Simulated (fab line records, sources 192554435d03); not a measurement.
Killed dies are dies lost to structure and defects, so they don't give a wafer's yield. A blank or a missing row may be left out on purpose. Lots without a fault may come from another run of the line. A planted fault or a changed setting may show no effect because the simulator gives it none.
Split-lot experiment | flow n5_finfet | 7 lots, 21 wafers read, on a route of 1938 steps

THE SPLIT
At N5_BEOL_M0_CUTY_COAT_50 (time 60 s, resist thk 15 nm), the setting spin_rpm was moved away from the recipe's 1500 rpm on 10 of the 21 wafers read, by -10.3% to +10.9%. The other wafers ran this setting at the recipe's value.

The reading is taken at the split's own step.

THE READING
SiARC_of_BEOL_M0_CUTY_COAT_50.thk_nm (the simulator's own value, which no gauge read), in nm, at N5_BEOL_M0_CUTY_COAT_50 (time 60 s, resist thk 15 nm). The file gives no usual value for it.

wafer  | tool, chamber at the split | spin_rpm as run, rpm | against the recipe | SiARC_of_BEOL_M0_CUTY_COAT_50.thk_nm, nm | against lot-mates on the recipe
L074.1 | litho_track-04, 0          | 1663                 | +10.9%             | 14.2                                     | -0.8
L074.2 | litho_track-04, 0          | 1663                 | +10.9%             | 14.2                                     | -0.8
L074.4 | litho_track-04, 0          | 1500                 | recipe             | 15                                       | -
L077.1 | litho_track-04, 0          | 1500                 | recipe             | 15                                       | -
L077.5 | litho_track-04, 0          | 1633                 | +8.9%              | 14.4                                     | -0.6
L077.6 | litho_track-04, 0          | 1633                 | +8.9%              | 14.4                                     | -0.6
L079.1 | litho_track-01, 0          | 1500                 | recipe             | 15                                       | -
L079.2 | litho_track-01, 0          | 1437                 | -4.2%              | 15.4                                     | +0.4
L079.3 | litho_track-01, 0          | 1437                 | -4.2%              | 15.4                                     | +0.4
L080.1 | litho_track-04, 0          | 1500                 | recipe             | 15                                       | -
L080.4 | litho_track-04, 0          | 1500                 | recipe             | 15                                       | -
L080.6 | litho_track-04, 0          | 1500                 | recipe             | 15                                       | -
L084.2 | litho_track-02, 0          | 1500                 | recipe             | 15                                       | -
L084.3 | litho_track-02, 0          | 1500                 | recipe             | 15                                       | -
L084.6 | litho_track-02, 0          | 1500                 | recipe             | 15                                       | -
L090.2 | litho_track-01, 0          | 1500                 | recipe             | 15                                       | -
L090.4 | litho_track-01, 0          | 1416                 | -5.6%              | 15.4                                     | +0.4
L090.5 | litho_track-01, 0          | 1416                 | -5.6%              | 15.4                                     | +0.4
L092.1 | litho_track-02, 0          | 1500                 | recipe             | 15                                       | -
L092.2 | litho_track-02, 0          | 1345                 | -10.3%             | 16                                       | +1.0
L092.3 | litho_track-02, 0          | 1345                 | -10.3%             | 15.8                                     | +0.8

THE FIT
A straight line over all 21 wafers: SiARC_of_BEOL_M0_CUTY_COAT_50.thk_nm changes by -0.0772 nm for each +1% of spin_rpm; r = -0.99; the points scatter about the line by 0.055 nm.
The same after taking each lot's own level away (the mean of its wafers on the recipe; 21 wafers): -0.0772 nm for each +1%; r = -0.99; scatter 0.055 nm.
On that fit, the largest move of spin_rpm shifts the reading by 0.84 nm.
The lots' own levels span 15.00 to 15.00 nm.
So the lot-to-lot level changes the slope little: the two slopes agree.
Check: with one of the wafers moved furthest among these (+10.9%) left out of the fit, the line predicts -0.817 nm for it against its lot-mates. It came out at -0.8 nm against them.

OTHER SPLITS ON THESE WAFERS
These wafers also went through other splits before the reading. Each is held against what the fit with the lots' levels taken away leaves over:
other split on the same wafers         | wafers away from the commonest value | r with SiARC_of_BEOL_M0_CUTY_COAT_50.thk_nm (lot level and that fit taken away)
N5_MOL_CONTACT_COAG_COAT_02 spin_rpm   | 7                                    | -0.06
N5_MOL_CONTACT_COAG_ALD_27 ald_cycles  | 7                                    | +0.09
N5_MOL_CONTACT_COAG_ALD_123 ald_cycles | 10                                   | +0.06
N5_MOL_CONTACT_COAG_VIA_ETCH_46 bias_w | 5                                    | -0.04
N5_BEOL_M0_SAQP_ALD_48 ald_cycles      | 4                                    | -0.04

THE FILE'S OWN FIT
SiARC_of_BEOL_M0_CUTY_COAT_50.thk_nm changes by -0.0773 nm for each +1% of spin_rpm, r = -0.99.
